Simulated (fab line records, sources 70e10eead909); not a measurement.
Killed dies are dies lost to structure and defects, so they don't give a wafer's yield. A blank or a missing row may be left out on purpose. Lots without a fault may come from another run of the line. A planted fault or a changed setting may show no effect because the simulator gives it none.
Which tool did it? | flow nand_harc | 24 lots, 72 wafers sampled, at 5 steps of a route of 1302

WHAT THE GAUGES READ, wafer by wafer
NHARC_A_SGD_CUT_THK_MEAS_22: measures by ellipsometry. Usual: thk_nm 148.3 nm, standard deviation 1.6.
lot  | measured     | on            | thk_nm (nm)       | flag
L074 | day 19 15:56 | film_metro-02 | 148.3 148.6 146.6 |
L075 | day 19 15:56 | film_metro-01 | 147.9 147.1 146.0 |
L076 | day 20 06:23 | film_metro-02 | 147.2 147.7 145.6 |
L077 | day 20 15:59 | film_metro-02 | 150.5 148.9 148.8 |
L078 | day 20 15:59 | film_metro-01 | 147.2 148.5 147.6 |
L080 | day 21 09:35 | film_metro-01 | 148.8 149.4 147.2 |
L079 | day 21 09:35 | film_metro-02 | 148.0 146.2 150.8 |
L081 | day 21 23:10 | film_metro-02 | 148.0 150.1 148.3 |
L082 | day 23 05:54 | film_metro-01 | 146.8 147.4 147.0 |
L083 | day 23 05:55 | film_metro-02 | 146.7 150.0 148.5 |
L084 | day 23 17:02 | film_metro-01 | 147.8 146.3 148.2 |
L085 | day 24 01:34 | film_metro-01 | 151.4 149.6 147.6 |
L086 | day 24 01:34 | film_metro-02 | 147.7 150.4 152.5 |
L087 | day 25 06:49 | film_metro-02 | 149.9 148.4 147.1 |
L088 | day 25 06:49 | film_metro-01 | 147.6 144.8 148.1 |
L090 | day 26 17:38 | film_metro-01 | 146.4 148.6 147.4 |
L089 | day 26 17:45 | film_metro-02 | 148.5 150.2 148.3 |
L091 | day 27 05:06 | film_metro-02 | 148.9 150.0 151.0 |
L093 | day 27 12:37 | film_metro-01 | 149.0 148.3 145.9 |
L092 | day 27 12:37 | film_metro-02 | 146.4 147.6 148.5 |
L094 | day 27 12:37 | film_metro-01 | 150.1 148.0 148.6 |
L096 | day 28 15:20 | film_metro-02 | 150.5 147.6 148.4 |
L097 | day 28 15:16 | film_metro-01 | 149.0 144.9 144.8 |
L095 | day 28 19:46 | film_metro-01 | 150.4 149.5 149.7 |

WHICH TOOL RAN EACH LOT (tool, then ch and the chambers of the sampled wafers, then the start)
lot  | NHARC_A_STAIRCASE_DEP_301       | NHARC_A_STAIRCASE_DESCUM_312       | NHARC_A_STAIRCASE_CMP_152     | NHARC_A_SGD_CUT_ETCH_59
L074 | pecvd-03 ch 0,1,2, day 17 01:34 | rie_diel-13 ch 0,1,3, day 17 02:26 | cmp-03 ch 0,2, day 19 06:50   | rie_diel-05 ch 1,2,3, day 19 15:56 or earlier
L075 | pecvd-04 ch 0,2, day 17 11:55   | rie_diel-12 ch 0,2, day 17 13:01   | cmp-02 ch 0,1,3, day 19 07:08 | rie_diel-11 ch 0,2,3, day 19 15:56 or earlier
L076 | pecvd-04 ch 0,1,2, day 17 14:52 | rie_diel-03 ch 2,3, day 17 15:52   | cmp-03 ch 2,3, day 19 21:46   | rie_diel-05 ch 0,3, day 20 06:23 or earlier
L077 | pecvd-04 ch 0,2, day 18 04:37   | rie_diel-12 ch 0,1,2, day 18 05:28 | cmp-04 ch 0,1,3, day 20 06:55 | rie_diel-05 ch 0,1,2, day 20 15:59 or earlier
L078 | pecvd-01 ch 0,2, day 18 06:58   | rie_diel-12 ch 0,1, day 18 07:49   | cmp-02 ch 0,1,2, day 20 07:08 | rie_diel-07 ch 0,2,3, day 20 15:59 or earlier
L080 | pecvd-03 ch 1,2, day 18 16:30   | rie_diel-12 ch 0,2,3, day 18 17:30 | cmp-03 ch 1,2, day 20 19:04   | rie_diel-05 ch 0,1,3, day 21 09:35 or earlier
L079 | pecvd-01 ch 0,1,2, day 18 18:23 | rie_diel-03 ch 0,2,3, day 18 19:14 | cmp-02 ch 0,1,2, day 20 19:22 | rie_diel-11 ch 0,1,3, day 21 09:35 or earlier
L081 | pecvd-04 ch 0,1,2, day 19 11:46 | rie_diel-13 ch 0,3, day 19 12:44   | cmp-02 ch 2,3, day 21 14:11   | rie_diel-05 ch 1,2,3, day 21 23:10 or earlier
L082 | pecvd-03 ch 0,1, day 20 12:13   | rie_diel-13 ch 0,1,2, day 20 13:08 | cmp-04 ch 0,3, day 22 20:53   | rie_diel-11 ch 0,1,2, day 23 05:54 or earlier
L083 | pecvd-01 ch 1, day 20 14:07     | rie_diel-03 ch 2,3, day 20 15:13   | cmp-04 ch 0,3, day 22 22:39   | rie_diel-05 ch 0,2,3, day 23 05:55 or earlier
L084 | pecvd-04 ch 1,2, day 21 06:09   | rie_diel-03 ch 0,2,3, day 21 07:08 | cmp-03 ch 0,1, day 23 08:23   | rie_diel-05 ch 1,2,3, day 23 17:02 or earlier
L085 | pecvd-01 ch 1,2, day 21 11:42   | rie_diel-12 ch 1,2,3, day 21 12:39 | cmp-03 ch 0,2, day 23 17:37   | rie_diel-11 ch 0,2,3, day 24 01:34 or earlier
L086 | pecvd-03 ch 0,1, day 21 17:50   | rie_diel-12 ch 2,3, day 21 18:46   | cmp-03 ch 0,1,2, day 23 16:46 | rie_diel-07 ch 1,2,3, day 24 01:34 or earlier
L087 | pecvd-04 ch 0,1, day 22 15:54   | rie_diel-03 ch 0,2, day 22 18:34   | cmp-02 ch 0,2, day 24 22:51   | rie_diel-07 ch 1,3, day 25 06:49 or earlier
L088 | pecvd-03 ch 0,1, day 22 17:30   | rie_diel-03 ch 1,2,3, day 22 18:40 | cmp-02 ch 0,2,3, day 24 21:57 | rie_diel-05 ch 1,2,3, day 25 06:49 or earlier
L090 | pecvd-04 ch 0,2, day 24 00:33   | rie_diel-13 ch 0,2, day 24 01:22   | cmp-03 ch 1,2,3, day 26 08:21 | rie_diel-05 ch 1,2,3, day 26 17:38 or earlier
L089 | pecvd-01 ch 0,2, day 24 02:25   | rie_diel-12 ch 0,1,2, day 24 03:24 | cmp-02 ch 0,2,3, day 26 11:13 | rie_diel-05 ch 0,1,2, day 26 17:45 or earlier
L091 | pecvd-03 ch 0,1,2, day 24 09:59 | rie_diel-12 ch 2,3, day 24 10:54   | cmp-02 ch 1,2,3, day 26 16:57 | rie_diel-11 ch 0,1, day 27 05:06 or earlier
L093 | pecvd-03 ch 1,2, day 24 19:54   | rie_diel-03 ch 0,1, day 24 20:53   | cmp-03 ch 0,1,2, day 27 00:16 | rie_diel-05 ch 0,1,3, day 27 12:37 or earlier
L092 | pecvd-01 ch 0,1, day 24 23:28   | rie_diel-13 ch 0,1,2, day 25 00:26 | cmp-04 ch 2,3, day 27 01:23   | rie_diel-07 ch 0,1,3, day 27 12:37 or earlier
L094 | pecvd-01 ch 0,2, day 25 03:27   | rie_diel-12 ch 1,2,3, day 25 04:31 | cmp-02 ch 0,1, day 27 00:32   | rie_diel-05 ch 0,1,3, day 27 12:37 or earlier
L096 | pecvd-04 ch 0,1, day 26 01:09   | rie_diel-12 ch 0,1,2, day 26 02:05 | cmp-03 ch 0,1,3, day 28 06:25 | rie_diel-05 ch 0,2,3, day 28 15:20 or earlier
L097 | pecvd-01 ch 0,2, day 26 04:10   | rie_diel-13 ch 1,2,3, day 26 05:02 | cmp-02 ch 1,2,3, day 28 06:16 | rie_diel-05 ch 1,2,3, day 28 15:16 or earlier
L095 | pecvd-01 ch 0,2, day 26 11:26   | rie_diel-12 ch 1,3, day 26 12:26   | cmp-02 ch 0,1,2, day 28 10:43 | rie_diel-07 ch 0,3, day 28 19:46 or earlier
- NHARC_A_STAIRCASE_DEP_301: deposits SiON, target thk 30 nm.
- NHARC_A_STAIRCASE_DESCUM_312: chemistry O2, time 3 s.
- NHARC_A_STAIRCASE_CMP_152: polishes.
- NHARC_A_SGD_CUT_ETCH_59: etches the open film in N2/H2, target depth 260 nm, time 406.25 s.

WHAT THE TOOLS THEMSELVES READ (means of the sampled wafers that have a number; where no wafer has one, the mark that the record gives instead)
NHARC_A_STAIRCASE_DEP_301. Usual: heater_power_w 718 W, standard deviation 76; showerhead_vpp_V 1175 V, standard deviation 28.
lot  | tool     | heater_power_w (W) | showerhead_vpp_V (V) | flag
L074 | pecvd-03 | 607                | 1183                 |
L075 | pecvd-04 | 766                | 1164                 |
L076 | pecvd-04 | 728                | 1187                 |
L077 | pecvd-04 | 674                | 1182                 |
L078 | pecvd-01 | 764                | 1142                 |
L080 | pecvd-03 | 660                | 1204                 |
L079 | pecvd-01 | 738                | 1172                 |
L081 | pecvd-04 | 732                | 1182                 |
L082 | pecvd-03 | 738                | 1174                 |
L083 | pecvd-01 | 677                | 1206                 |
L084 | pecvd-04 | 667                | 1194                 |
L085 | pecvd-01 | 773                | 1179                 |
L086 | pecvd-03 | 728                | 1201                 |
L087 | pecvd-04 | 769                | 1167                 |
L088 | pecvd-03 | 718                | 1205                 |
L090 | pecvd-04 | 792                | 1175                 |
L089 | pecvd-01 | 818                | 1145                 |
L091 | pecvd-03 | 618                | 1175                 |
L093 | pecvd-03 | 634                | 1177                 |
L092 | pecvd-01 | 731                | 1182                 |
L094 | pecvd-01 | 757                | 1144                 |
L096 | pecvd-04 | 733                | 1166                 |
L097 | pecvd-01 | 805                | 1149                 |
L095 | pecvd-01 | 719                | 1153                 |

NHARC_A_STAIRCASE_DESCUM_312. Usual: drypump_motor_current_A 5.9 A, standard deviation 0.33; oes_product_au 1.001 a.u., standard deviation 0.014; rf_vpp_V 57.9 V, standard deviation 0.91; showerhead_plenum_p_Torr 1.91 Torr, standard deviation 0.09; throttle_valve_pct 11.311 %, standard deviation 0.0087.
lot  | tool        | drypump_motor_current_A (A) | oes_product_au (a.u.) | rf_vpp_V (V) | showerhead_plenum_p_Torr (Torr) | throttle_valve_pct (%) | flag
L074 | rie_diel-13 | 6.1                         | 1.000                 | 57.4         | 1.94                            | 11.317                 |
L075 | rie_diel-12 | 5.6                         | 1.015                 | 58.1         | 1.90                            | 11.312                 |
L076 | rie_diel-03 | 6.0                         | 1.009                 | 57.3         | 1.89                            | 11.311                 |
L077 | rie_diel-12 | 5.7                         | 1.007                 | 58.0         | 1.88                            | 11.306                 |
L078 | rie_diel-12 | 5.8                         | 1.005                 | 58.6         | 1.87                            | 11.314                 |
L080 | rie_diel-12 | 5.7                         | 1.008                 | 58.0         | 1.92                            | 11.309                 |
L079 | rie_diel-03 | 6.0                         | 1.010                 | 58.3         | 1.90                            | 11.314                 |
L081 | rie_diel-13 | 6.0                         | 0.996                 | 58.0         | 1.90                            | 11.310                 |
L082 | rie_diel-13 | 6.4                         | 0.994                 | 57.5         | 1.97                            | 11.314                 |
L083 | rie_diel-03 | 6.0                         | 0.993                 | 57.6         | 1.88                            | 11.311                 |
L084 | rie_diel-03 | 6.0                         | 0.992                 | 58.6         | 1.90                            | 11.309                 |
L085 | rie_diel-12 | 5.6                         | 0.989                 | 58.2         | 1.86                            | 11.304                 |
L086 | rie_diel-12 | 5.5                         | 0.989                 | 57.1         | 1.88                            | 11.306                 |
L087 | rie_diel-03 | 6.1                         | 1.016                 | 57.3         | 1.84                            | 11.313                 |
L088 | rie_diel-03 | 6.0                         | 0.992                 | 58.1         | 1.96                            | 11.314                 |
L090 | rie_diel-13 | 6.4                         | 1.017                 | 58.1         | 1.93                            | 11.311                 |
L089 | rie_diel-12 | 5.7                         | 0.988                 | 57.5         | 1.87                            | 11.309                 |
L091 | rie_diel-12 | 5.5                         | 0.988                 | 57.4         | 1.87                            | 11.310                 |
L093 | rie_diel-03 | 6.2                         | 1.016                 | 58.7         | 2.00                            | 11.308                 |
L092 | rie_diel-13 | 6.4                         | 1.004                 | 57.3         | 1.96                            | 11.306                 |
L094 | rie_diel-12 | 5.6                         | 0.996                 | 58.1         | 1.85                            | 11.307                 |
L096 | rie_diel-12 | 5.7                         | 0.993                 | 57.9         | 1.86                            | 11.302                 |
L097 | rie_diel-13 | 6.1                         | 1.003                 | 57.6         | 2.00                            | 11.311                 |
L095 | rie_diel-12 | 5.7                         | 0.990                 | 57.1         | 1.84                            | 11.313                 |

NHARC_A_STAIRCASE_CMP_152. Usual: motor_current_A 12.1 A, standard deviation 0.99.
lot  | tool   | motor_current_A (A) | flag
L074 | cmp-03 | 11.4                |
L075 | cmp-02 | 12.4                |
L076 | cmp-03 | 12.1                |
L077 | cmp-04 | 12.7                |
L078 | cmp-02 | 12.8                |
L080 | cmp-03 | 11.5                |
L079 | cmp-02 | 12.3                |
L081 | cmp-02 | 11.7                |
L082 | cmp-04 | 12.7                |
L083 | cmp-04 | 11.9                |
L084 | cmp-03 | 12.2                |
L085 | cmp-03 | 11.8                |
L086 | cmp-03 | 11.6                |
L087 | cmp-02 | 11.8                |
L088 | cmp-02 | 12.2                |
L090 | cmp-03 | 11.6                |
L089 | cmp-02 | 11.8                |
L091 | cmp-02 | 13.0                |
L093 | cmp-03 | 11.7                |
L092 | cmp-04 | 11.2                |
L094 | cmp-02 | 12.3                |
L096 | cmp-03 | 12.0                |
L097 | cmp-02 | 12.7                |
L095 | cmp-02 | 12.6                |

NHARC_A_SGD_CUT_ETCH_59. Usual: bias_w 150.0 W, standard deviation 0.44; drypump_motor_current_A 5.6 A, standard deviation 0.36; oes_product_au 1.006 a.u., standard deviation 0.014; rf_vpp_V 432.5 V, standard deviation 1.9; showerhead_plenum_p_Torr 2.11 Torr, standard deviation 0.063; throttle_valve_pct 14.171 %, standard deviation 0.0091.
lot  | tool        | bias_w (W) | drypump_motor_current_A (A) | oes_product_au (a.u.) | rf_vpp_V (V) | showerhead_plenum_p_Torr (Torr) | throttle_valve_pct (%) | flag
L074 | rie_diel-05 | 149.8      | 5.4                         | 1.008                 | 432.0        | 2.10                            | 14.168                 |
L075 | rie_diel-11 | 150.2      | 5.7                         | 1.008                 | 433.3        | 2.12                            | 14.176                 |
L076 | rie_diel-05 | 150.3      | 5.9                         | 1.009                 | 433.5        | 2.15                            | 14.169                 |
L077 | rie_diel-05 | 149.1      | 5.5                         | 1.003                 | 432.7        | 2.11                            | 14.170                 |
L078 | rie_diel-07 | 149.9      | 5.9                         | 1.000                 | 433.1        | 2.15                            | 14.170                 |
L080 | rie_diel-05 | 150.1      | 5.6                         | 1.009                 | 432.1        | 2.11                            | 14.172                 |
L079 | rie_diel-11 | 150.3      | 5.6                         | 0.986                 | 430.7        | 2.05                            | 14.172                 |
L081 | rie_diel-05 | 150.0      | 5.4                         | 1.002                 | 431.7        | 2.10                            | 14.171                 |
L082 | rie_diel-11 | 150.1      | 5.5                         | 1.004                 | 432.4        | 2.09                            | 14.168                 |
L083 | rie_diel-05 | 150.1      | 5.6                         | 1.008                 | 434.0        | 2.15                            | 14.177                 |
L084 | rie_diel-05 | 150.3      | 5.4                         | 1.010                 | 431.8        | 2.10                            | 14.163                 |
L085 | rie_diel-11 | 149.9      | 5.7                         | 1.001                 | 432.9        | 2.12                            | 14.172                 |
L086 | rie_diel-07 | 149.7      | 5.7                         | 1.002                 | 432.6        | 2.12                            | 14.172                 |
L087 | rie_diel-07 | 150.0      | 5.8                         | 1.009                 | 433.2        | 2.15                            | 14.167                 |
L088 | rie_diel-05 | 149.1      | 5.3                         | 1.006                 | 432.0        | 2.10                            | 14.173                 |
L090 | rie_diel-05 | 150.2      | 5.4                         | 1.008                 | 432.6        | 2.10                            | 14.164                 |
L089 | rie_diel-05 | 150.1      | 5.4                         | 0.996                 | 432.6        | 2.11                            | 14.165                 |
L091 | rie_diel-11 | 150.0      | 5.4                         | 1.012                 | 429.5        | 2.02                            | 14.167                 |
L093 | rie_diel-05 | 149.9      | 5.6                         | 1.008                 | 432.5        | 2.11                            | 14.179                 |
L092 | rie_diel-07 | 150.4      | 6.0                         | 1.008                 | 434.1        | 2.14                            | 14.172                 |
L094 | rie_diel-05 | 149.6      | 5.6                         | 1.008                 | 432.3        | 2.11                            | 14.177                 |
L096 | rie_diel-05 | 150.3      | 5.6                         | 1.019                 | 432.7        | 2.14                            | 14.171                 |
L097 | rie_diel-05 | 150.3      | 5.4                         | 1.003                 | 431.3        | 2.10                            | 14.175                 |
L095 | rie_diel-07 | 150.5      | 6.2                         | 1.006                 | 433.8        | 2.18                            | 14.176                 |

THE ANSWER, worked out from the rows above alone
Rule: a lot is off if the mean of its wafers that have a number lies more than 3 standard deviations from the usual mean. A lot without any number at a reading at which 4 lots or more have one is off too. The other lots that the step has rows for count as sound. The gauges are gone through in route order, then the tools' own readings, and for those a lot's mean is taken as printed above. The first step at which some lot is off is used, and at that step the reading that is off furthest; a lot without a number counts as furthest.
No lot is off at any reading shown: from this, nothing can be told.

WHAT THE SIMULATOR HAD PUT IN
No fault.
